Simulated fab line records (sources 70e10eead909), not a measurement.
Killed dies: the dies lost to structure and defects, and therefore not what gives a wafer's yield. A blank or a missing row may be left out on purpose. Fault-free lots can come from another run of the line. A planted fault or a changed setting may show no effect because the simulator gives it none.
Check of tool commonality / flow nand harc / 39 wafers sampled across 13 lots

== THE REASON FOR OPENING IT ==
At NHARC_END_SORT_01 the reading killed at array is flagged on 3 of 13 lots. Wafers without a fault read 28, standard deviation 11.
Rule: flag the lot when none of its wafers has a number, or when each of its wafers that has one lies beyond 4 standard deviations from that mean. The other lots count as sound.

lot=L738; measured=day 21 23:42; on=prober-01; killed at array, wafer by wafer=15 23 18; flag=
lot=L737; measured=day 22 06:23; on=prober-02; killed at array, wafer by wafer=29 38 39; flag=
lot=L743; measured=day 24 12:37; on=prober-02; killed at array, wafer by wafer=23 32 37; flag=
lot=L741; measured=day 24 13:26; on=prober-01; killed at array, wafer by wafer=20 24 24; flag=
lot=L744; measured=day 24 22:54; on=prober-01; killed at array, wafer by wafer=36 30 35; flag=
lot=L740; measured=day 25 11:08; on=prober-02; killed at array, wafer by wafer=18 12 16; flag=
lot=L745; measured=day 25 18:23; on=prober-01; killed at array, wafer by wafer=674 675 675; flag=FLAGGED
lot=L748; measured=day 25 23:12; on=prober-02; killed at array, wafer by wafer=674 671 674; flag=FLAGGED
lot=L746; measured=day 26 03:54; on=prober-01; killed at array, wafer by wafer=668 672 667; flag=FLAGGED
lot=L751; measured=day 26 14:43; on=prober-02; killed at array, wafer by wafer=42 34 28; flag=
lot=L753; measured=day 26 21:41; on=prober-02; killed at array, wafer by wafer=15 17 21; flag=
lot=L755; measured=day 27 14:03; on=prober-02; killed at array, wafer by wafer=36 30 34; flag=
lot=L754; measured=day 27 20:56; on=prober-02; killed at array, wafer by wafer=39 27 36; flag=
The mean of the flagged lots' numbers is 672, +644 from the usual (+59 standard deviations).

== TOOL THAT RAN EACH LOT ==
2 process steps preceding the reading are held in the record, out of 1159 steps in the route. Each cell gives the tool, then ch followed by the chambers the sampled wafers passed through, then the start.
lot=L738; flag=; NHARC_A_SLIT_DEP_00=acl dep-01 ch 0, day 14 22:40; NHARC_A_SLIT_ETCH_15=rie diel-01 ch 0,1,2, day 15 01:26
lot=L737; flag=; NHARC_A_SLIT_DEP_00=acl dep-03 ch 0, day 14 23:26; NHARC_A_SLIT_ETCH_15=rie diel-10 ch 0,2,3, day 15 02:35
lot=L743; flag=; NHARC_A_SLIT_DEP_00=acl dep-03 ch 0, day 16 12:08; NHARC_A_SLIT_ETCH_15=rie diel-01 ch 0,2, day 16 15:13
lot=L741; flag=; NHARC_A_SLIT_DEP_00=acl dep-01 ch 0, day 16 12:43; NHARC_A_SLIT_ETCH_15=rie diel-02 ch 0,1,3, day 16 15:32
lot=L744; flag=; NHARC_A_SLIT_DEP_00=acl dep-02 ch 0, day 17 00:25; NHARC_A_SLIT_ETCH_15=rie diel-02 ch 0,1,3, day 17 02:38
lot=L740; flag=; NHARC_A_SLIT_DEP_00=acl dep-02 ch 0, day 16 11:25; NHARC_A_SLIT_ETCH_15=rie diel-02 ch 0,1,2, day 16 14:14
lot=L745; flag=FLAGGED; NHARC_A_SLIT_DEP_00=acl dep-01 ch 0, day 16 23:47; NHARC_A_SLIT_ETCH_15=rie diel-10 ch 1,2,3, day 17 03:07
lot=L748; flag=FLAGGED; NHARC_A_SLIT_DEP_00=acl dep-01 ch 0, day 17 18:53; NHARC_A_SLIT_ETCH_15=rie diel-02 ch 0,2, day 17 21:37
lot=L746; flag=FLAGGED; NHARC_A_SLIT_DEP_00=acl dep-03 ch 0, day 17 18:58; NHARC_A_SLIT_ETCH_15=rie diel-10 ch 1,2,3, day 17 21:11
lot=L751; flag=; NHARC_A_SLIT_DEP_00=acl dep-02 ch 0, day 18 10:35; NHARC_A_SLIT_ETCH_15=rie diel-01 ch 0,1,2, day 18 13:27
lot=L753; flag=; NHARC_A_SLIT_DEP_00=acl dep-03 ch 0, day 20 23:20; NHARC_A_SLIT_ETCH_15=rie diel-10 ch 0,1,2, day 21 02:37
lot=L755; flag=; NHARC_A_SLIT_DEP_00=acl dep-03 ch 0, day 21 01:37; NHARC_A_SLIT_ETCH_15=rie diel-10 ch 2,3, day 21 04:21
lot=L754; flag=; NHARC_A_SLIT_DEP_00=acl dep-01 ch 0, day 21 12:03; NHARC_A_SLIT_ETCH_15=rie diel-02 ch 1,3, day 21 14:59
What these steps do:
- NHARC_A_SLIT_DEP_00: deposits aC, target thk 3200 nm.
- NHARC_A_SLIT_ETCH_15: etches the open film in O2/COS, target depth 3200 nm, time 832 s.
- NHARC_END_SORT_01

== FLAGGED AGAINST TOTAL, ONE TOOL AT A TIME (gauges that did the reading follow at the end) ==
step=NHARC_A_SLIT_DEP_00; tool=acl dep-01; lots run=5; flagged=2; share of the flagged lots=some; sound lots run after its first flagged lot=1 (L754)
step=NHARC_A_SLIT_DEP_00; tool=acl dep-02; lots run=3; flagged=0; share of the flagged lots=none; sound lots run after its first flagged lot=-
step=NHARC_A_SLIT_DEP_00; tool=acl dep-03; lots run=5; flagged=1; share of the flagged lots=some; sound lots run after its first flagged lot=2 (L753,L755)
step=NHARC_A_SLIT_ETCH_15; tool=rie diel-01; lots run=3; flagged=0; share of the flagged lots=none; sound lots run after its first flagged lot=-
step=NHARC_A_SLIT_ETCH_15; tool=rie diel-02; lots run=5; flagged=1; share of the flagged lots=some; sound lots run after its first flagged lot=1 (L754)
step=NHARC_A_SLIT_ETCH_15; tool=rie diel-10; lots run=5; flagged=2; share of the flagged lots=some; sound lots run after its first flagged lot=2 (L753,L755)
step=NHARC_END_SORT_01; tool=prober-01; lots run=5; flagged=2; share of the flagged lots=some; sound lots run after its first flagged lot=0
step=NHARC_END_SORT_01; tool=prober-02; lots run=8; flagged=1; share of the flagged lots=some; sound lots run after its first flagged lot=4 (L751,L753,L755,L754)

== WHAT IS ALLOWED BY THE TABLE ==
No row of the table ran every flagged lot.

== WHAT THE SIMULATOR HAD INSERTED ==
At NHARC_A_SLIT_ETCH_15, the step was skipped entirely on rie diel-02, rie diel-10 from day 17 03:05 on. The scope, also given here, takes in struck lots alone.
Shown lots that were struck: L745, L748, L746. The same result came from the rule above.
